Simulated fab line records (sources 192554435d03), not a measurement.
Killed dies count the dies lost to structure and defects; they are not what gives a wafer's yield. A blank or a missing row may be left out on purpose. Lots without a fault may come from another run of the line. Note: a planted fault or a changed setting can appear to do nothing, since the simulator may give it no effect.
A struck lot beside a sound one ; flow n5 finfet ; 24 steps out of a route of 1938
Sound: these wafers, L687.3, L687.4, L687.6. Wafers L685.2, L685.4, L685.5 were the ones struck. At the end, the cause is stated.
For every step that has rows: the tool of each side, followed by ch and its chambers, followed by its first start. Under that, the readings that differ: sound wafers ; struck wafers ; difference of the means ; sigmas: that difference in standard deviations of wafers without a fault.
alike: readings with means less than 2 such deviations apart, plus words and numbers identical on both sides. not compared: withheld readings, readings lacking a value on some wafer, bounds such as >300 that could conceal the same value, and numbers that have no deviation in the record and whose values overlap.
A row with sigmas, a row that says differs or no value, or rows on one side alone: a step with any of these is where the two part. When numbers do not overlap yet have no deviation, they are printed without sigmas and do not part them. Lack of a reading on every wafer of one side parts them only where that side has two or more wafers.

first, 11 steps without rows for these wafers: N5_BEOL_M8_ETCH_62 (etches SOC in N2/H2, target depth 110 nm, overetch 22 nm, time 165 s); N5_BEOL_M8_STRIP_68 (strips in N2/H2); N5_BEOL_M8_STRIP_67 (strips in CF4); N5_BEOL_M8_HM_OPEN_17 (chemistry Cl2/BCl3, target TiN, target depth 20 nm, overetch 6 nm); N5_BEOL_M8_STRIP_19 (strips in O2); N5_BEOL_M8_COAT_63 (time 60 s, resist thk 60 nm); N5_BEOL_M8_COAT_64 (time 60 s, resist thk 12 nm); N5_BEOL_M8_COAT_71 (time 60 s, resist thk 5 nm); N5_BEOL_M8_COAT_22 (resist thk 30 nm); N5_BEOL_M8_EBR_24; N5_BEOL_M8_SOFTBAKE_23 (time 60 s).
N5_BEOL_M8_EXPOSE_25: exposes mask V7, target cd 40 nm.
  sound on euv scanner-01 ch 0, day 14 23:20; struck on euv scanner-02 ch 0, day 14 13:13
reading;sound;struck;difference;sigmas
exposure dose mJ cm2;42.89 42.90 42.86;39.46 39.43 39.45;-3.44;-16
  alike: mask
then, 2 steps without rows for these wafers: N5_BEOL_M8_PEB_26 (peb time 60 s); N5_BEOL_M8_DEVELOP_27 (develop time 30 s).
N5_BEOL_M8_CD_MEAS_28: the cd target is 40 nm.
  sound on cd sem-01 ch 0, day 14 23:28; struck on cd sem-02 ch 0, day 14 13:20
reading;sound;struck;difference;sigmas
cd nm (nm);39.79 39.94 39.94;38.69 38.65 38.62;-1.24;-6
N5_BEOL_M8_DESCUM_33: chemistry O2, time 7 s.
  sound on rie diel-01 ch 0,1,3, day 14 23:43; struck on rie diel-01 ch 0,1,2, day 14 13:28
reading;sound;struck;difference;sigmas
model.BEOL_M8.cd nm (nm);39.8 40 39.8;38.6 38.4 38.2;-1.5;
  alike: drypump motor current A, oes product au, rf vpp V, showerhead plenum p Torr, throttle valve pct
  not compared: rf hours counter h
then, 5 steps without rows for these wafers: N5_BEOL_M8_ETCH_72 (etches underlayer in N2/H2, target depth 6.5 nm, time 5.2 s); N5_BEOL_M8_ETCH_65 (etches SiARC in CF4, target depth 15.6 nm, time 26 s); N5_BEOL_M8_ETCH_66 (etches SOC in N2/H2, target depth 80 nm, overetch 16 nm, time 120 s); N5_BEOL_M8_STRIP_69 (strips in N2/H2); N5_BEOL_M8_STRIP_73 (strips in N2/H2).
N5_BEOL_M8_VIA_ETCH_34: etches SiCOH lowk in C4F6/O2, target depth 125.5 nm, time 50.5 s.
  sound on rie diel-01 ch 0,1,3, day 14 23:53; struck on rie diel-01 ch 0,1,2, day 14 13:38
reading;sound;struck;difference;sigmas
model.BEOL_M8.cd nm (nm);39.6 39.8 39.6;38.6 38.2 38;-1.4;
  alike: drypump motor current A, oes product au, rf vpp V, showerhead plenum p Torr, throttle valve pct
  not compared: rf hours counter h
then, 2 steps without rows for these wafers: N5_BEOL_M8_STRIP_76 (strips in C4F6/O2); N5_PASSIVATION_PROBE_49.

WHERE THEY PART
Last at N5_BEOL_M8_CD_MEAS_28 as far as this record goes, first at N5_BEOL_M8_EXPOSE_25. Later steps at which nothing parts them and some readings are alike: N5_BEOL_M8_DESCUM_33, N5_BEOL_M8_VIA_ETCH_34.

WHY: what the simulator had put in
Drift in process parameters on euv scanner-02 at N5_BEOL_M8_EXPOSE_25, starting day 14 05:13. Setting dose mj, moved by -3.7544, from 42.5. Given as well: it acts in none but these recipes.
